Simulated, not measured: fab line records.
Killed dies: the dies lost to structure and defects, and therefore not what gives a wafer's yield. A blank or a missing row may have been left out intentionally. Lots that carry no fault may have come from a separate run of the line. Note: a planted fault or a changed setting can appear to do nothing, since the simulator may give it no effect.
fab line records	flow nandHarc
[record] lots = 6	wafers = 18	lastDay = 33
route steps=1302 shown P_M0@282 P_M1@285 END@1302
lots with no fault: from the same line, run without faults
startH: hours from the record's opening day to when the first of the lot's shown wafers began	waitH: hours elapsed since this lot's preceding step	" as in the row above	L1.1+2: a single row standing in for several wafers	- no value, or no start given	* or withheld: withheld	< > ~ a bound
route shown NAME@n: NAME is a module with steps in the file, n the number in the route of the first one	usual: mean/standard deviation taken from wafers without a fault	same: alike in all rows	chamber/n: place in a boat	sites: per-site readings	_std_site: their standard deviation	_edge_site: the outer-site mean with the inner-site mean subtracted	radiusMm: for every site, how far away it sits from the centre of the wafer	mask NAME#n: copy n	behind: the tool/chamber that last shaped the wafer	hold: cause of the lot's hold/its duration in hours/its outcome	device: the n, p or np transistor that did not switch	end of line: the route-end tests of the same wafers	a step given without rows: its recipe and nothing more	killed: dies lost to structure and defects at the first sort, not the wafer's yield	map: the dies of a wafer, with x for killed, . for not killed, _ for no die there
set.NAME: the setting that was run; set.NAME@STEP: the one run at that earlier step	model.NAME: the simulator's own value behind a step, which no gauge read
lots at some steps of the route; a table a step, a row a wafer
services: a tool's chamber out of use, with start hour (startH, from the record's first day; less than 0 if before it), hours out, and reason
[[steps]]
[step NHARC_P_M0_INSPECT_27]
[usual] rawDefectCount = 306/130
lot.wafer	tool	chamber	startH	waitH	rawDefectCount
L512.2	defectInspect-01	-	180.22	0.0	223
L512.3	"	-	"	"	271
L512.6	"	-	"	"	146
L514.2	defectInspect-02	-	203.51	0.0	190
L514.3	"	-	"	"	141
L514.6	"	-	"	"	78
L520.2	defectInspect-01	-	276.51	0.0	157
L520.4	"	-	"	"	163
L520.6	"	-	"	"	242
L522.3	defectInspect-02	-	294.20	0.0	512
L522.5	"	-	"	"	492
L522.6	"	-	"	"	330
L524.1	defectInspect-02	-	301.32	0.0	240
L524.2	"	-	"	"	426
L524.3	"	-	"	"	182
L529.2	defectInspect-01	-	358.48	0.0	173
L529.5	"	-	"	"	219
L529.6	"	-	"	"	470
[step NHARC_P_M0_PRE_CLEAN_31]
[recipe] timeS = 12	tempC = 370	rfPowerW = 300	gas = NH3
[usual] heaterPowerW = 625/96	susceptorTempC = 369.95/0.21
lot.wafer	tool	chamber	startH	waitH	heaterPowerW	susceptorTempC
L512.2	pecvd-01	1	180.29	0.1	638	369.93
L512.3	"	1	"	"	663	369.94
L512.6	"	0	"	"	551	369.72
L514.3	pecvd-01	2	203.59	0.1	700	369.96
L514.2	"	0	"	"	489	369.77
L514.6	"	0	"	"	483	369.90
L520.2	pecvd-01	1	276.59	0.1	746	369.59
L520.6	"	0	"	"	555	369.98
L520.4	"	1	"	"	745	369.96
L522.3	pecvd-04	2	294.27	0.1	635	370.12
L522.5	"	2	"	"	645	370.22
L522.6	"	1	"	"	508	369.78
L524.2	pecvd-01	2	301.39	0.1	751	369.98
L524.1	"	0	"	"	477	369.85
L524.3	"	1	"	"	688	369.79
L529.2	pecvd-01	2	358.55	0.1	674	370.17
L529.6	"	0	"	"	612	369.92
L529.5	"	1	"	"	678	370.14
[step NHARC_P_M0_DEP_32]
[recipe] targetThkA = 300	tempC = 370	targetThkNm = 30	pressureTorr = 3	flowSccm = 200	rfW = 450	material = SiCN
[usual] heaterPowerW = 569/94	showerheadVppV = 1286/55	susceptorTempC = 370.03/0.21
lot.wafer	tool	chamber	startH	waitH	heaterPowerW	showerheadVppV	susceptorTempC
L512.2	pecvd-01	1	180.41	0.1	650	1199	370.00
L512.3	"	1	"	"	660	1221	369.95
L512.6	"	0	"	"	459	1336	369.94
L514.3	pecvd-01	2	203.69	0.1	580	1305	369.75
L514.2	"	0	"	"	408	1322	370.21
L514.6	"	0	"	"	409	1308	370.39
L520.2	pecvd-01	1	276.70	0.1	639	1209	370.48
L520.6	"	0	"	"	446	1326	370.02
L520.4	"	1	"	"	651	1221	369.91
L522.3	pecvd-04	2	294.34	0.1	535	1395	370.18
L522.5	"	2	"	"	522	1389	370.37
L522.6	"	1	"	"	425	1307	370.60
L524.2	pecvd-01	2	301.47	0.1	670	1277	370.23
L524.1	"	0	"	"	481	1331	370.02
L524.3	"	1	"	"	679	1211	370.09
L529.2	pecvd-01	2	358.62	0.1	669	1275	369.77
L529.6	"	0	"	"	460	1335	370.32
L529.5	"	1	"	"	624	1209	370.26
[step NHARC_P_M1_DEP_00]
[recipe] targetThkA = 1825	targetThkNm = 182.5	tempC = withheld	pressureTorr = 5	flowSccm = 200	rfW = 600	material = SiOC
[step NHARC_P_M1_DEHYDRATE_01]
[recipe] tempC = 150	timeS = 120
[step NHARC_P_M1_HMDS_02]
[recipe] timeS = 30
[step NHARC_P_M1_COAT_34]
[recipe] tempC = 200	timeS = 65
[step NHARC_P_M1_COAT_03]
[recipe] spinRpm = 1500	resistThkNm = 90
[step NHARC_P_M1_SOFTBAKE_04]
[recipe] tempC = 105	timeS = 55
[step NHARC_P_M1_EBR_05]
[step NHARC_P_M1_EXPOSE_06]
[recipe] na = 1.35	targetCdNm = 130	doseMj = 81.88	maskId = P_M1
[step NHARC_P_M1_PEB_07]
[recipe] pebTempC = 100	pebTimeS = 65
lot.wafer	tool	chamber	startH	waitH
L512.2+3+6	lithoTrack-04	0	181.70	0.1
L514.2+3+6	lithoTrack-06	0	204.85	0.1
L520.2+4+6	lithoTrack-06	0	277.83	0.1
L522.3+5+6	lithoTrack-06	0	295.51	0.0
L524.1+2+3	lithoTrack-01	0	302.63	0.1
L529.2+5+6	lithoTrack-01	0	359.79	0.1
[step NHARC_P_M1_DEVELOP_08]
[recipe] developTimeS = 35	devTempC = 23
[step NHARC_P_M1_CD_MEAS_09]
[recipe] targetCdNm = 130	landingEnergyEv = 500
[usual] cdNm = 129.6/1.3
lot.wafer	tool	chamber	startH	waitH	cdNm
L512.2	cdSem-03	0	181.78	-	129.6
L512.3	"	0	"	"	130.3
L512.6	"	0	"	"	129.9
L514.2	cdSem-03	0	204.93	-	129.0
L514.3	"	0	"	"	128.1
L514.6	"	0	"	"	128.8
L520.2	cdSem-02	0	277.91	-	145.2
L520.4	"	0	"	"	145.3
L520.6	"	0	"	"	144.2
L522.3	cdSem-03	0	295.60	-	144.6
L522.5	"	0	"	"	144.8
L522.6	"	0	"	"	145.2
L524.1	cdSem-01	0	302.71	-	131.0
L524.2	"	0	"	"	129.7
L524.3	"	0	"	"	130.7
L529.2	cdSem-01	0	359.87	-	130.7
L529.5	"	0	"	"	131.0
L529.6	"	0	"	"	131.0
[step NHARC_P_M1_OVL_MEAS_10]
[recipe] pitchNm = 260
[usual] overlayXNm = -0.1/0.77	overlayYNm = 0.0/0.74
lot.wafer	tool	chamber	startH	waitH	overlayXNm	overlayYNm
L512.2	overlay-02	-	181.87	-	-0.3	-0.7
L512.3	"	-	"	"	-1.1	-0.1
L512.6	"	-	"	"	-0.5	-0.5
L514.2	overlay-02	-	205.01	-	0.2	0.3
L514.3	"	-	"	"	-0.4	0.9
L514.6	"	-	"	"	-0.5	0.0
L520.2	overlay-02	-	278.00	-	0.9	-0.8
L520.4	"	-	"	"	0.5	-0.5
L520.6	"	-	"	"	-0.4	-1.3
L522.3	overlay-01	-	295.68	-	1.2	-0.7
L522.5	"	-	"	"	1.7	-0.3
L522.6	"	-	"	"	1.8	-0.5
L524.1	overlay-01	-	302.80	-	-0.9	0.0
L524.2	"	-	"	"	-1.5	0.5
L524.3	"	-	"	"	-1.5	0.2
L529.2	overlay-02	-	359.96	-	-0.3	0.2
L529.5	"	-	"	"	-0.2	-0.4
L529.6	"	-	"	"	0.3	-0.4
[step NHARC_P_M1_INSPECT_11]
[usual] rawDefectCount = 4.8/2.7
lot.wafer	tool	chamber	startH	waitH	rawDefectCount
L512.2	defectInspect-02	-	181.91	0.0	2
L512.3	"	-	"	"	6
L512.6	"	-	"	"	4
L514.2	defectInspect-02	-	205.05	0.0	6
L514.3	"	-	"	"	5
L514.6	"	-	"	"	0
L520.2	defectInspect-01	-	278.03	0.0	4
L520.4	"	-	"	"	2
L520.6	"	-	"	"	2
L522.3	defectInspect-02	-	295.72	0.0	7
L522.5	"	-	"	"	8
L522.6	"	-	"	"	6
L524.1	defectInspect-02	-	302.83	0.0	9
L524.2	"	-	"	"	7
L524.3	"	-	"	"	5
L529.2	defectInspect-01	-	359.99	0.0	4
L529.5	"	-	"	"	1
L529.6	"	-	"	"	4
[step NHARC_P_M1_DESCUM_14]
[recipe] timeS = 3	o2FlowSccm = 200	arFlowSccm = 0	biasPowerW = 0	chemistry = O2
[usual] drypumpMotorCurrentA = 5.6/0.47	oesProductAu = 0.999/0.013	rfVppV = 57.7/0.85	showerheadPlenumPTorr = 1.89/0.051	throttleValvePct = 11.311/0.0082
lot.wafer	tool	chamber	startH	waitH	drypumpMotorCurrentA	oesProductAu	rfHoursCounterH	rfVppV	showerheadPlenumPTorr	throttleValvePct	model.P_M1.cdNm
L512.2	rieDiel-07	3	181.97	0.1	5.3	1.007	3	57.5	1.94	11.312	128.7
L512.3	"	1	"	"	5.2	0.996	3	56.8	1.91	11.314	131.1
L512.6	"	0	"	"	5.9	1.028	-	57.0	1.83	11.292	129.3
L514.2	rieDiel-07	3	205.11	0.1	5.4	1.007	5	58.7	1.94	11.309	128.5
L514.3	"	0	"	"	6.0	1.018	4	57.6	1.83	11.308	127.2
L514.6	"	0	"	"	6.0	1.022	-	56.0	1.83	11.305	128.1
L520.2	rieDiel-08	3	278.10	0.1	6.2	1.007	20	56.8	1.80	11.320	145.2
L520.4	"	0	"	"	4.9	1.015	23	56.7	1.78	11.314	145.5
L520.6	"	2	"	"	5.4	1.015	-	56.8	1.86	11.315	144.9
L522.3	rieDiel-13	1	295.80	0.1	6.4	0.989	9	57.6	1.87	11.315	144.4
L522.5	"	3	"	"	5.1	0.982	-	58.2	1.90	11.316	145
L522.6	"	0	"	"	5.5	0.988	-	57.7	1.96	11.299	145.4
L524.3	rieDiel-13	1	302.90	0.1	6.4	0.987	10	56.4	1.87	11.309	130.6
L524.1	"	2	"	"	5.4	0.982	10	58.0	1.86	11.314	130.7
L524.2	"	3	"	"	5.1	0.981	10	59.1	1.90	11.306	130.1
L529.2	rieDiel-07	2	360.07	0.1	5.9	1.010	4	57.6	1.89	11.302	130.6
L529.5	"	0	"	"	6.0	1.011	-	56.7	1.83	11.314	131.5
L529.6	"	1	"	"	5.2	0.974	-	59.0	1.91	11.313	130.6
[step NHARC_P_M1_ETCH_35]
[recipe] targetDepthA = 400	overetchA = 120	timeS = 43.94	ionEnergyEv = 200	n2FlowSccm = 150	h2FlowSccm = 150	arFlowSccm = 0	rfW = 400	biasW = 150	chemistry = N2/H2
[usual] drypumpMotorCurrentA = 5.6/0.47	oesProductAu = 1.000/0.014	rfVppV = 429.8/1.8	showerheadPlenumPTorr = 2.01/0.055	throttleValvePct = 14.170/0.0094
lot.wafer	tool	chamber	startH	waitH	drypumpMotorCurrentA	oesProductAu	rfHoursCounterH	rfVppV	showerheadPlenumPTorr	throttleValvePct
L512.2	rieDiel-07	0	182.06	0.1	6.0	1.020	3	426.8	1.95	14.162
L512.3	"	1	"	"	5.2	0.994	3	430.3	2.04	14.176
L512.6	"	3	"	"	5.3	1.002	-	432.1	2.06	14.157
L514.2	rieDiel-07	3	205.21	0.1	5.3	1.012	5	432.5	2.06	14.168
L514.3	"	0	"	"	6.0	1.028	4	428.5	1.95	14.158
L514.6	"	1	"	"	5.2	1.014	-	431.6	2.04	14.175
L520.4	rieDiel-08	3	278.19	0.1	6.2	1.008	20	426.6	1.91	14.158
L520.2	"	0	"	"	4.9	1.013	23	425.6	1.90	14.176
L520.6	"	3	"	"	6.2	1.007	-	427.4	1.92	14.176
L522.3	rieDiel-13	2	295.87	0.1	5.4	0.975	8	428.8	1.98	14.165
L522.6	"	2	"	"	5.4	0.972	-	428.8	1.98	14.181
L522.5	"	3	"	"	5.1	0.988	-	429.9	2.02	14.161
L524.2	rieDiel-13	0	302.98	0.1	5.5	0.989	11	432.9	2.09	14.175
L524.3	"	1	"	"	6.4	0.987	10	430.0	1.99	14.166
L524.1	"	2	"	"	5.4	0.975	10	429.8	1.98	14.179
L529.2	rieDiel-07	0	360.16	0.1	6.0	1.008	4	427.5	1.95	14.159
L529.6	"	1	"	"	5.2	0.987	-	429.2	2.03	14.185
L529.5	"	2	"	"	5.9	1.006	-	431.5	2.02	14.178
[step NHARC_P_M1_ETCH_15]
[recipe] targetDepthA = 1825	timeS = 91.2	c4f8FlowSccm = withheld	arFlowSccm = 400	rfW = 600	biasW = 300	chemistry = C4F8/Ar
[usual] oesProductAu = 0.953/0.025	rfVppV = 440.1/1.7
lot.wafer	tool	chamber	startH	waitH	oesProductAu	rfHoursCounterH	rfVppV
L512.2	rieDiel-07	3	-	-	0.967	3	442.0
L512.3	"	2	"	"	0.994	3	441.9
L512.6	"	0	"	"	0.976	-	437.6
L514.3	rieDiel-07	1	-	-	0.955	5	440.5
L514.2	"	3	"	"	0.962	5	441.7
L514.6	"	1	"	"	0.952	-	439.6
L520.4	rieDiel-08	2	-	-	0.978	21	439.9
L520.2	"	0	"	"	0.983	23	437.6
L520.6	"	2	"	"	0.964	-	440.0
L522.3	rieDiel-13	0	-	-	0.928	10	442.2
L522.6	"	3	"	"	0.929	-	441.4
L522.5	"	0	"	"	0.939	-	441.9
L524.1	rieDiel-13	0	-	-	0.958	11	441.6
L524.2	"	1	"	"	0.958	10	439.2
L524.3	"	2	"	"	0.958	10	439.4
L529.2	rieDiel-07	1	-	-	0.958	4	440.5
L529.5	"	2	"	"	0.992	-	439.1
L529.6	"	3	"	"	1.013	-	440.5
[step NHARC_P_M1_CD_MEAS_16]
[usual] cdNm = 129.6/1.3
lot.wafer	tool	chamber	startH	waitH	cdNm
L512.2	cdSem-02	-	182.28	-	128.7
L512.3	"	-	"	"	130.9
L512.6	"	-	"	"	129.4
L514.2	cdSem-03	-	205.46	-	128.7
L514.3	"	-	"	"	127.6
L514.6	"	-	"	"	127.5
L520.2	cdSem-01	-	278.40	-	145.4
L520.4	"	-	"	"	145.3
L520.6	"	-	"	"	144.9
L522.3	cdSem-03	-	296.09	-	144.5
L522.5	"	-	"	"	144.6
L522.6	"	-	"	"	145.4
L524.1	cdSem-03	-	303.20	-	130.8
L524.2	"	-	"	"	129.8
L524.3	"	-	"	"	131.1
L529.2	cdSem-02	-	360.36	-	130.4
L529.5	"	-	"	"	130.5
L529.6	"	-	"	"	130.8
[step NHARC_P_M1_STRIP_18]
[recipe] powerW = 1000	n2FlowSccm = 150	h2FlowSccm = 150	arFlowSccm = 0	biasW = 0	chemistry = N2/H2
[usual] drypumpMotorCurrentA = 5.6/0.48	oesProductAu = 0.998/0.014	rfVppV = 90.6/0.97	showerheadPlenumPTorr = 2.01/0.054	throttleValvePct = 14.171/0.0089
lot.wafer	tool	chamber	startH	waitH	drypumpMotorCurrentA	oesProductAu	rfHoursCounterH	rfVppV	showerheadPlenumPTorr	throttleValvePct
L512.3	rieDiel-13	0	182.35	0.1	5.5	0.982	1	90.5	2.10	14.187
L512.2	"	3	"	"	5.1	0.989	1	91.2	2.03	14.156
L512.6	"	0	"	"	5.5	0.984	-	92.5	2.09	14.166
L514.3	rieDiel-13	2	205.53	0.1	5.4	0.986	1	90.0	1.98	14.172
L514.2	"	3	"	"	5.1	0.994	2	90.2	2.02	14.157
L514.6	"	3	"	"	5.1	1.001	-	91.2	2.03	14.171
L520.4	rieDiel-07	2	278.47	0.1	5.9	1.017	7	89.7	2.02	14.170
L520.2	"	1	"	"	5.2	0.983	10	90.9	2.04	14.186
L520.6	"	3	"	"	5.4	1.004	-	90.1	2.06	14.179
L522.3	rieDiel-13	1	296.92	0.8	6.4	0.981	9	89.5	1.99	14.163
L522.5	"	3	"	"	5.1	0.979	-	90.1	2.02	14.166
L522.6	"	0	"	"	5.5	0.981	-	90.3	2.09	14.172
L524.1	rieDiel-07	0	303.30	0.1	6.0	1.016	0	90.8	1.95	14.172
L524.3	"	1	"	"	5.2	1.004	0	91.3	2.04	14.163
L524.2	"	2	"	"	5.9	1.014	0	89.1	2.02	14.185
L529.2	rieDiel-13	3	360.46	0.1	5.1	1.005	2	91.2	2.02	14.172
L529.5	"	2	"	"	5.4	0.986	-	90.6	1.98	14.175
L529.6	"	3	"	"	5.1	0.998	-	91.3	2.02	14.163
[step NHARC_P_M1_ETCH_28]
[recipe] targetDepthA = 300	overEtchFrac = 0.3	timeS = 72.99	ionEnergyEv = 150	cf4FlowSccm = 50	n2FlowSccm = 100	arFlowSccm = 150	rfW = 300	biasW = 100	chemistry = CF4/N2
[usual] drypumpMotorCurrentA = 5.6/0.48	oesProductAu = 0.998/0.013	rfVppV = 313.7/1.3	showerheadPlenumPTorr = 2.59/0.064	throttleValvePct = 19.794/0.009
lot.wafer	tool	chamber	startH	waitH	drypumpMotorCurrentA	oesProductAu	rfHoursCounterH	rfVppV	showerheadPlenumPTorr	throttleValvePct	model.P_M1.cdNm
L512.3	rieDiel-13	2	-	-	5.4	0.994	0	311.3	2.56	19.791	130.7
L512.2	"	0	"	"	5.6	0.996	1	314.1	2.69	19.797	130.5
L512.6	"	1	"	"	6.4	1.001	-	313.8	2.57	19.804	129.1
L514.2	rieDiel-13	3	-	-	5.1	0.988	2	314.6	2.61	19.794	129.7
L514.3	"	1	"	"	6.4	0.993	2	314.0	2.57	19.786	126.2
L514.6	"	3	"	"	5.1	0.997	-	315.2	2.61	19.801	128.5
L520.4	rieDiel-07	1	-	-	5.2	0.991	10	314.0	2.62	19.796	146.2
L520.2	"	3	"	"	5.3	1.014	9	314.0	2.65	19.795	145.8
L520.6	"	0	"	"	6.0	1.015	-	311.9	2.52	19.792	145.4
L522.3	rieDiel-13	1	-	-	6.4	0.993	9	311.0	2.56	19.795	143.3
L522.6	"	2	"	"	5.4	0.981	-	311.9	2.56	19.788	145.7
L522.5	"	3	"	"	5.1	0.978	-	314.5	2.61	19.786	145
L524.1	rieDiel-07	3	-	-	5.4	1.021	0	315.1	2.65	19.783	130.9
L524.3	"	0	"	"	6.0	1.011	0	312.6	2.52	19.797	129.4
L524.2	"	1	"	"	5.2	0.988	0	313.8	2.62	19.798	129.7
L529.2	rieDiel-13	1	-	-	6.4	1.007	1	314.3	2.56	19.790	131
L529.5	"	1	"	"	6.4	1.004	-	313.5	2.56	19.797	130.7
L529.6	"	2	"	"	5.4	0.982	-	310.9	2.56	19.798	130.6
[step NHARC_P_M1_STRIP_19]
[recipe] timeS = 600	tempC = 30	chemistry = postEtchResidueRemover
[step NHARC_END_SORT_01]
[recipe] tempC = 25
[usual] defectLimitedYield = 89.9/2.9	killedAtArray = 64/20	killedAtOther = 0.7/1.1	killedAtPeriphery = 3.6/2.7	killedDies = 68/20	killedOpen = 2.8/1.9	killedShort = 2.3/1.5
[same] grossDies = 677
lot.wafer	tool	chamber	startH	waitH	defectLimitedYield[%]	killedAtArray	killedAtOther	killedAtPeriphery	killedDies	killedOpen	killedShort
L520.2	prober-02	0	731.44	2.8	88.8	74	0	2	76	1	2
L520.4	prober-02	0	733.04	3.4	87.4	84	0	1	85	3	1
L520.6	prober-02	0	734.65	4.0	87.6	84	0	0	84	3	3
// killed by level:class
L520.2 A_CHANNEL_HOLE_D1:chamberFilmFlake=30 A_CHANNEL_HOLE_D2:chamberFilmFlake=22 A_CONTACT:chamberFilmFlake=6 A_SGD_CUT:chamberFilmFlake=4 A_SLIT:chamberFilmFlake=3 A_STAIRCASE:chamberFilmFlake=3 A_ZERO_WELL:chamberFilmFlake=2 A_DECK1_JOINT:chamberFilmFlake=2
L520.4 A_CHANNEL_HOLE_D1:chamberFilmFlake=36 A_CHANNEL_HOLE_D2:chamberFilmFlake=24 A_CONTACT:chamberFilmFlake=9 A_STAIRCASE:chamberFilmFlake=6 A_SGD_CUT:chamberFilmFlake=4 P_CONTACT:geometricParticle:open=1 A_CHANNEL_FILL_D2:geometricParticle:short=1 A_CHANNEL_FILL_D2:geometricParticle:open=1
L520.6 A_CHANNEL_HOLE_D1:chamberFilmFlake=36 A_CHANNEL_HOLE_D2:chamberFilmFlake=20 A_CONTACT:chamberFilmFlake=10 A_SLIT:chamberFilmFlake=6 A_DECK1_JOINT:geometricParticle:open=3 A_STAIRCASE:chamberFilmFlake=3 A_SGD_CUT:chamberFilmFlake=2 A_ONON_D2:geometricParticle:short=1
[[services]]
tool	chamber	startH	hours	kind
rieDiel-07	1	159.75	5.5	repair
rieDiel-13	-	165.00	9.0	pm
pecvd-01	1	168.87	4.3	repair
pecvd-01	2	171.26	11.4	repair
lithoTrack-06	-	179.00	7.0	pm
pecvd-04	-	183.34	3.3	repair
rieDiel-08	-	190.80	9.0	pm
rieDiel-07	2	201.02	44.1	repair
pecvd-01	-	214.78	0.8	repair
rieDiel-13	3	220.92	13.1	repair
rieDiel-07	-	236.83	2.5	repair
rieDiel-08	-	236.86	2.0	repair
rieDiel-07	0	247.78	4.4	repair
pecvd-01	1	253.00	8.1	repair
rieDiel-13	2	258.89	6.1	repair
pecvd-04	2	260.84	4.9	repair
rieDiel-13	0	268.64	1.2	repair
rieDiel-07	-	294.20	9.0	pm
rieDiel-07	1	304.01	7.1	repair
pecvd-01	-	311.00	13.0	pm
rieDiel-08	-	326.70	0.1	repair
pecvd-01	-	334.63	2.4	repair
rieDiel-13	-	342.03	9.0	pm
lithoTrack-06	-	354.00	7.0	pm
[[key]]
[firstSign] step = NHARC_P_M1_CD_MEAS_09	reading = cdNm	direction = up	sigmas = 12	usual = 129.6	struck = 144.9
[effect] step = NHARC_P_M1_CD_MEAS_16	reading = cdNm	direction = up	sigmas = 11	usual = 129.6	struck = 145.0
[modelEffect] step = NHARC_P_M1_DESCUM_14	value = P_M1.cdNm	without = 128.3	struck = 145.1
[modelEffect] step = NHARC_P_M1_ETCH_28	value = P_M1.cdNm	without = 128.5	struck = 145.2
metAt NHARC_P_M1_PEB_07
struckWafers L520.2,L520.4,L520.6,L522.3,L522.5,L522.6
onsetBetween 204.85 277.83
[fault] kind = processParameterDrift	tool = lithoTrack-06	chamber = -	onsetH = 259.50	steps = NHARC_P_M1_PEB_07	channel = pebTimeS	offset = *	shape = step	endH = 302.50	actsIn = *	stated = *
